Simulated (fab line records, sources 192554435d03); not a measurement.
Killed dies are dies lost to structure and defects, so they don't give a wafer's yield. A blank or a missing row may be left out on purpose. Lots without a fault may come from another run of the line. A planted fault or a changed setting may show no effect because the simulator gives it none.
Split-lot experiment | flow n5_finfet | 7 lots, 21 wafers read, on a route of 1938 steps

THE SPLIT
At N5_BEOL_M12_TRENCH_ETCH_34 (etches SiOC in C4F8/O2/Ar, target depth 318.95 nm, time 125.5 s), the setting time_s was moved away from the recipe's 125.5 s on 7 of the 21 wafers read, by -18.2% to -9.2%. The other wafers ran this setting at the recipe's value.

FROM THE SPLIT TO THE READING: what the file shows between them, 8 steps
- N5_BEOL_M12_STRIP_70: strips in C4F8/O2/Ar
- N5_BEOL_M12_OCD_MEAS_35
- N5_BEOL_M12_SPUTTER_45: material Cu, target thk 80 nm, time 13.33 s (also split here: time_s)
- N5_BEOL_M12_ECD_47: material Cu, target thk 720 nm
- N5_BEOL_M12_ANNEAL_48: time 90 s
- N5_BEOL_M12_CMP_49: polishes, stops on SiOC, t overpolish 20.6 s, target thk 320 nm
- N5_BEOL_M12_PRE_CLEAN_52: time 15 s
- N5_BEOL_M12_DEP_53: deposits SiCN from 3MS/NH3, target thk 30 nm, time 10.5 s

THE READING
M12_RS, in ohm/sq, at N5_BEOL_M12_RS_MEAS_54 (measures by four-point-probe). Fault-free wafers of this fab line usually give 0.0600 ohm/sq, standard deviation 0.0011 ohm/sq.

wafer  | tool, chamber at the split | time_s as run, s | against the recipe | M12_RS, ohm/sq | against lot-mates on the recipe
L075.1 | rie_diel-02, 0             | 102.7            | -18.2%             | 0.0747         | +0.0167
L075.3 | rie_diel-02, 3             | 125.5            | recipe             | 0.0580         | -
L075.5 | rie_diel-02, 0             | 102.7            | -18.2%             | 0.0758         | +0.0178
L081.1 | rie_diel-02, 2             | 125.5            | recipe             | 0.0596         | -
L081.2 | rie_diel-02, 3             | 125.5            | recipe             | 0.0600         | -
L081.5 | rie_diel-02, 2             | 105              | -16.3%             | 0.0720         | +0.0122
L085.1 | rie_diel-03, 3             | 125.5            | recipe             | 0.0581         | -
L085.2 | rie_diel-03, 0             | 125.5            | recipe             | 0.0613         | -
L085.5 | rie_diel-03, 2             | 125.5            | recipe             | 0.0613         | -
L086.2 | rie_diel-03, 2             | 125.5            | recipe             | 0.0599         | -
L086.3 | rie_diel-03, 0             | 125.5            | recipe             | 0.0603         | -
L086.5 | rie_diel-03, 3             | 125.5            | recipe             | 0.0569         | -
L090.1 | rie_diel-03, 2             | 108.1            | -13.9%             | 0.0717         | +0.0105
L090.3 | rie_diel-03, 3             | 108.1            | -13.9%             | 0.0691         | +0.0079
L090.5 | rie_diel-03, 2             | 125.5            | recipe             | 0.0612         | -
L093.2 | rie_diel-04, 2             | 113.9            | -9.2%              | 0.0641         | +0.0040
L093.4 | rie_diel-04, 0             | 113.9            | -9.2%              | 0.0667         | +0.0066
L093.6 | rie_diel-04, 0             | 125.5            | recipe             | 0.0601         | -
L096.1 | rie_diel-04, 0             | 125.5            | recipe             | 0.0594         | -
L096.2 | rie_diel-04, 2             | 125.5            | recipe             | 0.0572         | -
L096.3 | rie_diel-04, 3             | 125.5            | recipe             | 0.0608         | -

THE FIT
A straight line over all 21 wafers: M12_RS changes by -0.000804 ohm/sq for each +1% of time_s; r = -0.97; the points scatter about the line by 0.0015 ohm/sq.
The same after taking each lot's own level away (the mean of its wafers on the recipe; 21 wafers): -0.000809 ohm/sq for each +1%; r = -0.96; scatter 0.0018 ohm/sq.
On that fit, the largest move of time_s shifts the reading by 0.015 ohm/sq.
The lots' own levels span 0.05800 to 0.06120 ohm/sq, that is 2.9 times the standard deviation above.
So the lot-to-lot level changes the slope little: the two slopes agree.
Check: with one of the wafers moved furthest among these (-18.2%) left out of the fit, the line predicts +0.0139 ohm/sq for it against its lot-mates. It came out at +0.0167 ohm/sq against them.

OTHER SPLITS ON THESE WAFERS
These wafers also went through other splits before the reading. Each is held against what the fit with the lots' levels taken away leaves over:
other split on the same wafers    | wafers away from the commonest value | r with M12_RS (lot level and that fit taken away)
N5_BEOL_M11_TRENCH_ETCH_37 time_s | 2                                    | -0.01
N5_BEOL_M12_SPUTTER_45 time_s     | 6                                    | +0.21

THE WHOLE CHAIN: every reading that the file lists as answering this split, in the file's order
step                       | what it does                                                    | reading                                                                       | change (the file's fit)               | r (the file's)
N5_BEOL_M12_TRENCH_ETCH_34 | etches SiOC in C4F8/O2/Ar, target depth 318.95 nm, time 125.5 s | etch.depth_nm (the simulator's own value, which no gauge read)                | +3.3 nm for each +1% of the setting   | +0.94
N5_BEOL_M12_OCD_MEAS_35    |                                                                 | trench_depth_nm                                                               | +3.34 nm for each +1% of the setting  | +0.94
N5_BEOL_M12_CMP_49         | polishes, stops on SiOC, t overpolish 20.6 s, target thk 320 nm | Cu_of_BEOL_M12_ECD_47.thk_nm (the simulator's own value, which no gauge read) | +3.43 nm for each +1% of the setting  | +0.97
N5_BEOL_M12_RS_MEAS_54     | measures by four-point-probe                                    | M12_RS                                                                        | -0.000787 for each +1% of the setting | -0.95

THE FILE'S OWN FIT
M12_RS changes by -0.000787 ohm/sq for each +1% of time_s, r = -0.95.
